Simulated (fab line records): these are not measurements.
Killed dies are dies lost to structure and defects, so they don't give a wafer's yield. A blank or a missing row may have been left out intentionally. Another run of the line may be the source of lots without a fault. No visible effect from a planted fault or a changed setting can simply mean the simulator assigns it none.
A lot that was struck, set against a sound lot / flow nand harc / 15 out of 1159 route steps
Sound: wafers L217.3, L217.4, L217.5. Struck: wafers L228.4, L228.6 (left out: L228.5, a lot-mate that was not struck); the cause follows at the end.
For every step that has rows: the tool of each side, followed by ch and its chambers, followed by its first start. Under that, the readings that differ: sound wafers / struck wafers / difference of the means / sigmas: that difference in standard deviations of wafers without a fault.
alike: words and numbers the same on both sides, and readings whose means are apart by under 2 such deviations; not compared: readings that were withheld, readings missing a value for some wafer, numbers with overlapping values and no deviation given by the record, and bounds like >300 which may hide the same value.
Wherever a step has rows on one side only, a row that says differs or no value, or a row with sigmas, the two part there. When numbers do not overlap yet have no deviation, they are printed without sigmas and do not part them. A reading that every wafer of one side lacks parts them only if that side has two wafers or more.

first, 6 steps without rows for these wafers: NHARC_A_BLC_COAT_04 (resist thk 90 nm); NHARC_A_BLC_SOFTBAKE_05 (time 55 s); NHARC_A_BLC_EBR_06; NHARC_A_BLC_EXPOSE_07 (exposes mask A BLC, target cd 100 nm); NHARC_A_BLC_PEB_08 (peb time 65 s); NHARC_A_BLC_DEVELOP_09 (develop time 35 s).
NHARC_A_BLC_CD_MEAS_10 targets a cd of 100 nm.
  sound on cd sem-03 ch 0, day 17 13:44; struck on cd sem-03 ch 0, day 19 21:18
  alike: cd nm
NHARC_A_BLC_OVL_MEAS_11:
  struck on overlay-01, day 19 21:23; sound on overlay-01, day 17 13:49
  alike: overlay x nm, overlay y nm
NHARC_A_BLC_INSPECT_12:
  struck on defect inspect-01, day 19 21:25; sound on defect inspect-02, day 17 13:51
  alike: raw defect count
NHARC_A_BLC_DESCUM_15: chemistry O2, time 3 s.
  sound on rie diel-07 ch 0,1,2, day 17 13:59; struck on rie diel-07 ch 2,3, day 19 21:31
reading=rf vpp V (V); sound=55.9 57.9 58.4; struck=60.6 59.1; difference=+2.5; sigmas=+3
  alike: drypump motor current A, mfc ar sccm, oes product au, showerhead plenum p Torr, throttle valve pct
  not compared: rf hours counter h
NHARC_A_BLC_ETCH_16: etches the open film in CF4, target depth 39 nm, time 65 s.
  sound on rie diel-07 ch 0,1,3, day 17 14:04; struck on rie diel-07 ch 1,2, day 19 21:36
  alike: drypump motor current A, mfc ar sccm, oes product au, rf vpp V, showerhead plenum p Torr, throttle valve pct
  not compared: rf hours counter h
NHARC_A_BLC_ETCH_17: etches the open film in N2/H2, target depth 390 nm, time 609.38 s.
  sound on rie diel-07 ch 0,1,2; struck on rie diel-07 ch 1,3
  alike: drypump motor current A, mfc ar sccm, oes product au, rf vpp V, showerhead plenum p Torr, throttle valve pct
  not compared: rf hours counter h
NHARC_A_BLC_ETCH_18: etches the open film in C4F8/O2/Ar, target depth 910 nm.
  sound on rie diel-07 ch 1,3, day 17 14:35; struck on rie diel-07 ch 0, day 19 22:14
reading=oes product au (a.u.); sound=0.944 0.934 0.942; struck=0.848 0.856; difference=-0.088; sigmas=-4
  alike: rf vpp V
  not compared: rf hours counter h
NHARC_A_BLC_CD_MEAS_19:
  struck on cd sem-01, day 19 22:34; sound on cd sem-03, day 17 14:57
  alike: cd nm
-- record jumps: 2 days between struck wafers' starts before vs after; left off in module A_BLC, resumes in module END, first step shown is number 1159 of the route --
NHARC_END_SORT_01:
  sound on prober-01 ch 0, day 19 18:37; struck on prober-02 ch 0, day 22 05:00
reading=killed at array; sound=25 22 17; struck=673 676; difference=+653; sigmas=+59
reading=killed at other; sound=2 1 3; struck=0 0; difference=-2; sigmas=-2
reading=killed dies; sound=28 24 22; struck=675 677; difference=+651; sigmas=+54
  alike: killed at periphery, killed open, killed short

== WHERE THEY PART ==
At NHARC_A_BLC_DESCUM_15 first; at NHARC_END_SORT_01 last (within this record only).

WHY: what had been put in by the simulator
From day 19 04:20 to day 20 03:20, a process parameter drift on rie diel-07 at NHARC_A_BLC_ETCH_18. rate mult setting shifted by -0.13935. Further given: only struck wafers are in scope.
